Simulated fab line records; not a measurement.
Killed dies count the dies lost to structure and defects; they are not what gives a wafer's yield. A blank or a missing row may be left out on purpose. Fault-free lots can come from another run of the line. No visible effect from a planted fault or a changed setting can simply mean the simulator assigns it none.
Split-lot experiment / flow n5_finfet / 39 wafers read across 7 lots, on a route 1938 steps long

== ABOUT THE SPLIT ==
At N5_HKMG_FIN_ETCH_54 (etches SiARC in CF4, target depth 45.5 nm, time 75.8 s), the setting source_w was moved away from the recipe's 545 W on 15 of the 39 wafers read, by -12.2% to +14.8%. The other wafers ran this setting at the recipe's value.

Reading taken at the split's own step.

== THE READING ==
rf_vpp_V, in V, at N5_HKMG_FIN_ETCH_54 (etches SiARC in CF4, target depth 45.5 nm, time 75.8 s). Fault-free wafers of this fab line usually give 184.4 V, standard deviation 0.95 V.

wafer=L075.1; tool, chamber at the split=rie_diel-02, 0; source_w as run, W=545; against the recipe=recipe; rf_vpp_V, V=184.6; against lot-mates on the recipe=-
wafer=L075.2; tool, chamber at the split=rie_diel-02, 3; source_w as run, W=545; against the recipe=recipe; rf_vpp_V, V=184.1; against lot-mates on the recipe=-
wafer=L075.3; tool, chamber at the split=rie_diel-02, 2; source_w as run, W=545; against the recipe=recipe; rf_vpp_V, V=184.4; against lot-mates on the recipe=-
wafer=L075.4; tool, chamber at the split=rie_diel-02, 1; source_w as run, W=545; against the recipe=recipe; rf_vpp_V, V=183.1; against lot-mates on the recipe=-
wafer=L075.5; tool, chamber at the split=rie_diel-02, 2; source_w as run, W=545; against the recipe=recipe; rf_vpp_V, V=184.7; against lot-mates on the recipe=-
wafer=L075.6; tool, chamber at the split=rie_diel-02, 3; source_w as run, W=545; against the recipe=recipe; rf_vpp_V, V=182.3; against lot-mates on the recipe=-
wafer=L077.1; tool, chamber at the split=rie_diel-06, 2; source_w as run, W=545; against the recipe=recipe; rf_vpp_V, V=184.2; against lot-mates on the recipe=-
wafer=L077.2; tool, chamber at the split=rie_diel-06, 1; source_w as run, W=545; against the recipe=recipe; rf_vpp_V, V=184.3; against lot-mates on the recipe=-
wafer=L077.6; tool, chamber at the split=rie_diel-06, 0; source_w as run, W=545; against the recipe=recipe; rf_vpp_V, V=183.6; against lot-mates on the recipe=-
wafer=L078.1; tool, chamber at the split=rie_diel-06, 3; source_w as run, W=478.7; against the recipe=-12.2%; rf_vpp_V, V=193.7; against lot-mates on the recipe=+9.2
wafer=L078.2; tool, chamber at the split=rie_diel-06, 2; source_w as run, W=478.7; against the recipe=-12.2%; rf_vpp_V, V=192.5; against lot-mates on the recipe=+8.0
wafer=L078.3; tool, chamber at the split=rie_diel-06, 1; source_w as run, W=478.7; against the recipe=-12.2%; rf_vpp_V, V=194.5; against lot-mates on the recipe=+10.0
wafer=L078.4; tool, chamber at the split=rie_diel-06, 0; source_w as run, W=545; against the recipe=recipe; rf_vpp_V, V=183.6; against lot-mates on the recipe=-
wafer=L078.5; tool, chamber at the split=rie_diel-06, 0; source_w as run, W=545; against the recipe=recipe; rf_vpp_V, V=184.8; against lot-mates on the recipe=-
wafer=L078.6; tool, chamber at the split=rie_diel-06, 1; source_w as run, W=545; against the recipe=recipe; rf_vpp_V, V=185.1; against lot-mates on the recipe=-
wafer=L084.1; tool, chamber at the split=rie_diel-06, 3; source_w as run, W=592.6; against the recipe=+8.7%; rf_vpp_V, V=179.0; against lot-mates on the recipe=-5.5
wafer=L084.2; tool, chamber at the split=rie_diel-06, 2; source_w as run, W=592.6; against the recipe=+8.7%; rf_vpp_V, V=178.0; against lot-mates on the recipe=-6.5
wafer=L084.3; tool, chamber at the split=rie_diel-06, 1; source_w as run, W=545; against the recipe=recipe; rf_vpp_V, V=183.8; against lot-mates on the recipe=-
wafer=L084.4; tool, chamber at the split=rie_diel-06, 0; source_w as run, W=545; against the recipe=recipe; rf_vpp_V, V=185.6; against lot-mates on the recipe=-
wafer=L084.5; tool, chamber at the split=rie_diel-06, 0; source_w as run, W=545; against the recipe=recipe; rf_vpp_V, V=184.0; against lot-mates on the recipe=-
wafer=L084.6; tool, chamber at the split=rie_diel-06, 3; source_w as run, W=592.6; against the recipe=+8.7%; rf_vpp_V, V=178.5; against lot-mates on the recipe=-6.0
wafer=L085.1; tool, chamber at the split=rie_diel-06, 1; source_w as run, W=545; against the recipe=recipe; rf_vpp_V, V=184.4; against lot-mates on the recipe=-
wafer=L085.2; tool, chamber at the split=rie_diel-06, 2; source_w as run, W=625.7; against the recipe=+14.8%; rf_vpp_V, V=176.9; against lot-mates on the recipe=-6.9
wafer=L085.3; tool, chamber at the split=rie_diel-06, 3; source_w as run, W=625.7; against the recipe=+14.8%; rf_vpp_V, V=175.4; against lot-mates on the recipe=-8.4
wafer=L085.4; tool, chamber at the split=rie_diel-06, 0; source_w as run, W=545; against the recipe=recipe; rf_vpp_V, V=184.9; against lot-mates on the recipe=-
wafer=L085.5; tool, chamber at the split=rie_diel-06, 2; source_w as run, W=545; against the recipe=recipe; rf_vpp_V, V=182.0; against lot-mates on the recipe=-
wafer=L085.6; tool, chamber at the split=rie_diel-06, 3; source_w as run, W=625.7; against the recipe=+14.8%; rf_vpp_V, V=175.1; against lot-mates on the recipe=-8.7
wafer=L089.1; tool, chamber at the split=rie_diel-06, 2; source_w as run, W=545; against the recipe=recipe; rf_vpp_V, V=185.0; against lot-mates on the recipe=-
wafer=L089.2; tool, chamber at the split=rie_diel-06, 3; source_w as run, W=545; against the recipe=recipe; rf_vpp_V, V=184.5; against lot-mates on the recipe=-
wafer=L089.3; tool, chamber at the split=rie_diel-06, 0; source_w as run, W=622.4; against the recipe=+14.2%; rf_vpp_V, V=177.1; against lot-mates on the recipe=-7.3
wafer=L089.4; tool, chamber at the split=rie_diel-06, 3; source_w as run, W=622.4; against the recipe=+14.2%; rf_vpp_V, V=175.5; against lot-mates on the recipe=-8.9
wafer=L089.5; tool, chamber at the split=rie_diel-06, 2; source_w as run, W=622.4; against the recipe=+14.2%; rf_vpp_V, V=176.5; against lot-mates on the recipe=-7.9
wafer=L089.6; tool, chamber at the split=rie_diel-06, 0; source_w as run, W=545; against the recipe=recipe; rf_vpp_V, V=183.6; against lot-mates on the recipe=-
wafer=L090.1; tool, chamber at the split=rie_diel-02, 2; source_w as run, W=599; against the recipe=+9.9%; rf_vpp_V, V=178.4; against lot-mates on the recipe=-5.3
wafer=L090.2; tool, chamber at the split=rie_diel-02, 3; source_w as run, W=599; against the recipe=+9.9%; rf_vpp_V, V=178.7; against lot-mates on the recipe=-5.0
wafer=L090.3; tool, chamber at the split=rie_diel-02, 0; source_w as run, W=599; against the recipe=+9.9%; rf_vpp_V, V=180.0; against lot-mates on the recipe=-3.7
wafer=L090.4; tool, chamber at the split=rie_diel-02, 1; source_w as run, W=545; against the recipe=recipe; rf_vpp_V, V=183.4; against lot-mates on the recipe=-
wafer=L090.5; tool, chamber at the split=rie_diel-02, 2; source_w as run, W=545; against the recipe=recipe; rf_vpp_V, V=184.0; against lot-mates on the recipe=-
wafer=L090.6; tool, chamber at the split=rie_diel-02, 1; source_w as run, W=545; against the recipe=recipe; rf_vpp_V, V=183.6; against lot-mates on the recipe=-

THE FIT
A straight line over all 39 wafers: rf_vpp_V changes by -0.618 V for each +1% of source_w; r = -0.97; the points scatter about the line by 1 V.
The same after taking each lot's own level away (the mean of its wafers on the recipe; 39 wafers): -0.607 V for each +1%; r = -0.97; scatter 1 V.
Per that fit: largest source_w move, reading shift of 9 V.
The lots' own levels span 183.67 to 184.50 V, that is 0.9 times the standard deviation above.
So the lot-to-lot level changes the slope little: the two slopes agree.
Check: with one of the wafers moved furthest among these (+14.8%) left out of the fit, the line predicts -8.87 V for it against its lot-mates. Against them it came out at -6.87 V.
Tool readings at the split's step, against how far the setting was moved: etch_rf_on_time_s r = -0.97; rf_vpp_V r = -0.97.

== THE OTHER SPLITS THESE WAFERS WENT THROUGH ==
These wafers also went through other splits before the reading. Each is held against what the fit with the lots' levels taken away leaves over:
other split on the same wafers=N5_PMOS_HMC_CHANNEL_EPI_EPI_20 temp_c; wafers away from the commonest value=15; r with rf_vpp_V (lot level and that fit taken away)=+0.10
other split on the same wafers=N5_FIN_SAQP_SPACER1_ALD_24 ald_cycles; wafers away from the commonest value=15; r with rf_vpp_V (lot level and that fit taken away)=-0.07
other split on the same wafers=N5_DUMMY_GATE_ETCH_31 target_depth_a; wafers away from the commonest value=12; r with rf_vpp_V (lot level and that fit taken away)=+0.21
other split on the same wafers=N5_SD_EPI_N_EXPOSE_06 dose_mj; wafers away from the commonest value=12; r with rf_vpp_V (lot level and that fit taken away)=-0.03
other split on the same wafers=N5_SD_EPI_N_LINER_46 target_thk_a; wafers away from the commonest value=18; r with rf_vpp_V (lot level and that fit taken away)=-0.04

== THE WHOLE CHAIN: every reading that the file lists as answering this split, in the file's order ==
step=N5_HKMG_FIN_ETCH_54; what it does=etches SiARC in CF4, target depth 45.5 nm, time 75.8 s; reading=etch_rf_on_time_s; change (the file's fit)=withheld for each +1% of the setting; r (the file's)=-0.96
step=N5_HKMG_FIN_ETCH_54; what it does=etches SiARC in CF4, target depth 45.5 nm, time 75.8 s; reading=rf_vpp_V; change (the file's fit)=-0.591 V for each +1% of the setting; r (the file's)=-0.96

== THE FILE'S OWN FIT ==
rf_vpp_V changes by -0.591 V for each +1% of source_w, r = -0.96.
